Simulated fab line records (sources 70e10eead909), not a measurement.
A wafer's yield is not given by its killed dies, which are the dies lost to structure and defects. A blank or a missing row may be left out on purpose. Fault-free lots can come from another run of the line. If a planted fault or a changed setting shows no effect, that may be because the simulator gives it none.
Matching of chambers -- flow nand_harc -- 8 sister chambers for NHARC_A_CONTACT_STRIP_56 on wet_bench-03
The step strips in post etch residue remover, time 600 s. 8 wafers are shown with their chamber, then 8 later ones without.

== EACH WAFER AND ITS CHAMBER ==
wafer,chamber,bath_heat_duty_pct (%)
L658.1,1,11.7
L661.5,0,13.6
L664.2,6,12.4
L665.1,2,14.6
L677.1,4,14.9
L677.2,5,15.4
L677.4,3,12.6
L679.1,7,12.7

== WAFERS MISSING THEIR CHAMBER ==
wafer,bath_heat_duty_pct (%)
L679.5,12.3
L679.6,12.6
L676.1,12.3
L676.5,13.8
L676.6,14.2
L680.3,11.6
L680.4,15.7
L680.6,14.5

== THE CHAMBER EACH PASSED THROUGH ==
wafer,from the rows above,in truth
L679.5,can't be placed: 6 or 3 or 7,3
L679.6,can't be placed: 3 or 7 or 6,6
L676.1,can't be placed: 6 or 3 or 7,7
L676.5,0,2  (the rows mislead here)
L676.6,can't be placed: 2 or 0 or 4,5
L680.3,1,1
L680.4,5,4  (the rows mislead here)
L680.6,can't be placed: 2 or 4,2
1 of 8 placed correctly. These rows do not allow placing 5 (true chamber among the candidates in 4). 2 placed wrongly.
How it was worked out, from the rows above alone: a wafer's distance from a chamber is the root of the sum, over the readings, of the square of ((its reading less the chamber's mean) divided by the reading's scatter). If the next closest chamber is less than 2 further off than the closest, the wafer can't be placed; otherwise it belongs to the closest. The mean given for a chamber averages the wafers shown for that chamber. The scatter: with one shown wafer a chamber, the root of the mean of the squares of how far each hidden wafer lies from its nearest shown one.
